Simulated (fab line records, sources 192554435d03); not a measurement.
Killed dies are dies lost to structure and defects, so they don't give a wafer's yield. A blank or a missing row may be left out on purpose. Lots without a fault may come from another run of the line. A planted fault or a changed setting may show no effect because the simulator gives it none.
A struck lot beside a sound one | flow n5_finfet | 10 steps out of a route of 1938
Sound: wafers L187.2, L187.4, L187.6. Struck: wafers L184.2, L184.3, L184.4. The cause comes at the end.
At each step with rows: each side's tool, then ch and its chambers, then its first start. Under that, the readings that differ: sound wafers | struck wafers | difference of the means | sigmas: that difference in standard deviations of wafers without a fault.
alike: readings whose means differ by less than 2 such deviations, and words and numbers that are the same on both sides. not compared: withheld readings, readings that some wafer has no value for, bounds like >300 that may hide the same value, and numbers for which the record gives no deviation and whose values overlap.
The two part at a step that has a row with sigmas, a row that says differs or no value, or rows on one side only. Numbers that don't overlap but have no deviation are shown without sigmas and don't part them. A reading that every wafer of one side lacks parts them only if that side has two wafers or more.

N5_START_INSPECT_01: inspects for defects (unpatterned scan).
  sound on defect_inspect-02, day 6 00:02; struck on defect_inspect-02, day 5 06:02
  alike: raw_defect_count
then, 2 steps without rows for these wafers: N5_ZERO_LAYER_PRECLEAN_00 (cleans in SPM, time 600 s); N5_ZERO_LAYER_SRD_01 (time 30 s, dry time 30 s).
N5_ZERO_LAYER_PECVD_02: deposits SiO2 from SiH4/N2O, target thk 10 nm, time 6 s.
  sound on pecvd-01 ch 2, day 6 00:18; struck on pecvd-01 ch 0,2, day 5 06:17
  alike: heater_power_w, showerhead_plenum_p_Torr
  not compared: since_wet_clean_h
then, 4 steps without rows for these wafers: N5_ZERO_LAYER_HMDS_04 (time 60 s); N5_ZERO_LAYER_COAT_05 (resist thk 1000 nm); N5_ZERO_LAYER_EBR_07; N5_ZERO_LAYER_SOFTBAKE_06 (time 90 s).
N5_ZERO_LAYER_EXPOSE_08: exposes mask ZERO, defocus 0 nm, target cd 2000 nm.
  sound on krf_scanner-01 ch 0, day 6 00:38; struck on krf_scanner-01, day 5 06:37
  no value came back on the struck wafers for exposure_dose_mJ_cm2, focus_offset_nm (nm); on the sound wafers exposure_dose_mJ_cm2 reads 16.169 16.160 16.174
  alike: mask
then, 1 step without rows for these wafers: N5_ZERO_LAYER_PEB_09.

WHERE THEY PART
Only at N5_ZERO_LAYER_EXPOSE_08, within this record.

WHY: what the simulator had put in
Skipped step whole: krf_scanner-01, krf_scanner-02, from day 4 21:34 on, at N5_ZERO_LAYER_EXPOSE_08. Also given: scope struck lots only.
